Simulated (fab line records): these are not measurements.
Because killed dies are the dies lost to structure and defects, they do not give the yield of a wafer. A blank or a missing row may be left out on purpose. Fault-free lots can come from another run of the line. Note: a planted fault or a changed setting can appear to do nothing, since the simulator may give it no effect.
A struck lot beside a sound one / flow n5_finfet / 15 out of 1938 route steps
Sound: the wafers L104.1, L104.4, L104.6. The struck wafers were L110.4, L110.5, L110.6. The cause is named last.
At each step with rows: each side's tool, then ch and its chambers, then its first start. Under that, the readings that differ: sound wafers / struck wafers / difference of the means / sigmas: that difference in standard deviations of wafers without a fault.
alike: readings with means less than 2 such deviations apart, plus words and numbers identical on both sides. not compared: withheld readings, readings lacking a value on some wafer, bounds such as >300 that could conceal the same value, and numbers that have no deviation in the record and whose values overlap.
The two part at a step that has a row with sigmas, a row that says differs or no value, or rows on one side only. Non-overlapping numbers with no deviation appear without sigmas and do not part them. Lack of a reading on every wafer of one side parts them only where that side has two or more wafers.

N5_BEOL_M11_OCD_MEAS_38:
  sound: ocd-02 at day 12 02:40; struck: ocd-02 at day 13 04:43
  alike: trench_depth_nm
then, 4 steps without rows for these wafers: N5_BEOL_M11_HM_STRIP_39 (strips TiN in peroxide tin strip, target depth 25 nm, time 158 s); N5_BEOL_M11_SRD_40 (time 30 s); N5_BEOL_M11_PRECLEAN_42 (cleans in residue remover, time 60 s); N5_BEOL_M11_SRD_43 (time 30 s).
N5_BEOL_M11_CD_MEAS_35: target cd 70 nm.
  sound: cd_sem-01 at day 12 02:49; struck: cd_sem-02 at day 13 04:52
  alike: cd_nm
N5_BEOL_M11_CURE_72: cures SiCOH lowk, time 120 s.
  sound on uv_cure-03 ch 1, day 12 02:52; struck on uv_cure-02 ch 1, day 13 05:03
  alike: lamp_power_pct, wafer_temp_C_max
N5_BEOL_M11_DEGAS_44: time 60 s.
  sound: pvd_sputter-03 at day 12 03:31; struck: pvd_sputter-01 at day 13 05:23
  alike: heater_power_w
N5_BEOL_M11_PRE_CLEAN_45: time 30 s.
  sound: pvd_sputter-03 at day 12 03:34; struck: pvd_sputter-01 at day 13 05:26
  alike: heater_power_w
N5_BEOL_M11_ALD_74: deposits TaN, target thk 2 nm, pulse time 2 s, purge time 3 s.
  sound on ald_metal-04 ch 0,1,2, day 12 03:40; struck on ald_metal-04 ch 1,2,3, day 13 05:35
  alike: heater_power_w, precursor_vessel_carrier_sccm, precursor_vessel_pressure_torr
  not compared: since_wet_clean_h
N5_BEOL_M11_SURFACE_TREAT_76:
  sound: pvd_sputter-03 at day 12 03:59; struck: pvd_sputter-01 at day 13 06:10
  not compared: throttle_valve_pct
then, 1 step without rows for these wafers: N5_BEOL_M11_CVD_75 (deposits Co from CCTBA/H2, target thk 2 nm, time 138.9 s).
N5_BEOL_M11_SPUTTER_48: material Cu, target thk 12 nm, time 2 s.
  sound: pvd_sputter-03 at day 12 04:11; struck: pvd_sputter-01 at day 13 06:25
reading=cathode_dc_power_W (W); sound=26005 26003 25997; struck=20230 20227 20208; difference=-5780; sigmas=-99 or more
  alike: chamber_pressure_pa, chuck_gas_flow_sccm, throttle_valve_pct
then, 1 step without rows for these wafers: N5_BEOL_M11_ECD_50 (material Cu, target thk 318 nm).
N5_PASSIVATION_PROBE_49:
  sound: prober-02 at day 14 06:10; struck: prober-02 at day 14 21:44
  alike: defect_limited_yield, killed_at_M0_to_M3, killed_at_M4_up, killed_at_contacts, killed_at_front_end, killed_at_other, killed_dies, killed_open, killed_short, sort_bin_5_function, sort_bin_6_memory, sort_bin_8_speed, sort_n_pass, sort_yield_pct

## WHERE THEY PART
Within this record, at N5_BEOL_M11_SPUTTER_48 only. Later steps at which nothing parts them and some readings are alike: N5_PASSIVATION_PROBE_49.

WHY: what the simulator had put in
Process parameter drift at N5_BEOL_M11_SPUTTER_48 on pvd_sputter-01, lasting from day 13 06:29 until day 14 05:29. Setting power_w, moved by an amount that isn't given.
